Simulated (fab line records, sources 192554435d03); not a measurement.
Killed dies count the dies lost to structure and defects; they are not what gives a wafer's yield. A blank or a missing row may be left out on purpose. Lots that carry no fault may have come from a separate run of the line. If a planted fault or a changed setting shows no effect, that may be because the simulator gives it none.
Split-lot experiment | flow n5 finfet | 21 wafers read from 7 lots, route of 1938 steps

## ABOUT THE SPLIT
At N5_BEOL_M1_ETCH_64 (etches SOC in N2/H2, target depth 75 nm, overetch 15 nm, time 112.5 s), the setting bias w was moved away from the recipe's 150 W on 6 of the 21 wafers read, by -18.0% to +12.7%. The other wafers ran this setting at the recipe's value.

The split's own step is where the reading is taken.

## THE READING
rf vpp V, in V, at N5_BEOL_M1_ETCH_64 (etches SOC in N2/H2, target depth 75 nm, overetch 15 nm, time 112.5 s). A value of 523.9 V with a standard deviation of 2.5 V is what fault-free wafers of this fab line usually give.

wafer  | tool, chamber at the split | bias w as run, W | against the recipe | rf vpp V, V | against lot-mates on the recipe
L075.1 | rie diel-06, 2             | 150              | recipe             | 522.7       | -
L075.3 | rie diel-06, 0             | 150              | recipe             | 526.6       | -
L075.6 | rie diel-06, 2             | 150              | recipe             | 522.7       | -
L076.2 | rie diel-06, 1             | 123              | -18.0%             | 464.1       | -59.7
L076.4 | rie diel-06, 2             | 150              | recipe             | 521.8       | -
L076.6 | rie diel-06, 1             | 150              | recipe             | 525.9       | -
L084.2 | rie diel-06, 1             | 150              | recipe             | 523.8       | -
L084.5 | rie diel-06, 3             | 150              | recipe             | 520.7       | -
L084.6 | rie diel-06, 2             | 169.1            | +12.7%             | 564.4       | +42.1
L085.2 | rie diel-04, 1             | 126.7            | -15.5%             | 473.2       | no lot-mate on the recipe
L085.4 | rie diel-04, 3             | 126.7            | -15.5%             | 465.7       | no lot-mate on the recipe
L085.6 | rie diel-04, 0             | 126.7            | -15.5%             | 473.0       | no lot-mate on the recipe
L089.3 | rie diel-06, 0             | 150              | recipe             | 525.5       | -
L089.5 | rie diel-06, 1             | 150              | recipe             | 524.8       | -
L089.6 | rie diel-06, 2             | 150              | recipe             | 522.6       | -
L091.2 | rie diel-04, 0             | 157.5            | +5.0%              | 541.0       | +14.5
L091.4 | rie diel-04, 2             | 150              | recipe             | 527.3       | -
L091.6 | rie diel-04, 0             | 150              | recipe             | 525.8       | -
L097.1 | rie diel-06, 1             | 150              | recipe             | 525.9       | -
L097.3 | rie diel-06, 2             | 150              | recipe             | 520.6       | -
L097.5 | rie diel-06, 3             | 150              | recipe             | 520.2       | -

THE FIT
A straight line over all 21 wafers: rf vpp V changes by +3.36 V for each +1% of bias w; r = +1.00; the points scatter about the line by 2.5 V.
The same after taking each lot's own level away (the mean of its wafers on the recipe; 18 wafers): +3.3 V for each +1%; r = +1.00; scatter 1.8 V.
According to that fit, moving bias w by its largest amount changes the reading by 59 V.
The lots' own levels span 522.23 to 526.55 V, that is 1.7 times the standard deviation above.
Hence the lot-to-lot level has little effect on the slope; both slopes agree.
Check: with one of the wafers moved furthest among these (-18.0%) left out of the fit, the line predicts -58.8 V for it against its lot-mates. It came out at -59.7 V against them.
Tool readings at the split's step, against how far the setting was moved: rf vpp V r = +1.00.

## FURTHER SPLITS ON THESE WAFERS
Note: prior to the reading, these wafers also went through further splits. Each is held against what the fit with the lots' levels taken away leaves over:
other split on the same wafers              | wafers away from the commonest value | r with rf vpp V (lot level and that fit taken away)
N5_MOL_CONTACT_COAG_EXPOSE_81 dose mj       | 9                                    | +0.25
N5_BEOL_M0_SAQP_PECVD_96 time s             | 6                                    | -0.35
N5_BEOL_M0_SAQP_SPACER2_ALD_26 target thk a | 11                                   | +0.15
N5_BEOL_M0_SAQP_EXPOSE_37 dose mj           | 11                                   | -0.04

## THE WHOLE CHAIN: every reading that the file lists as answering this split, in the file's order
step               | what it does                                                          | reading                                                                          | change (the file's fit)                | r (the file's)
N5_BEOL_M1_ETCH_64 | etches SOC in N2/H2, target depth 75 nm, overetch 15 nm, time 112.5 s | rf vpp V                                                                         | +3.3 V for each +1% of the setting     | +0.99
N5_BEOL_M1_ETCH_64 | etches SOC in N2/H2, target depth 75 nm, overetch 15 nm, time 112.5 s | SiARC_of_BEOL_M1_COAT_62.thk nm (the simulator's own value, which no gauge read) | -0.0657 nm for each +1% of the setting | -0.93

## THE FILE'S OWN FIT
rf vpp V changes by +3.3 V for each +1% of bias w, r = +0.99.
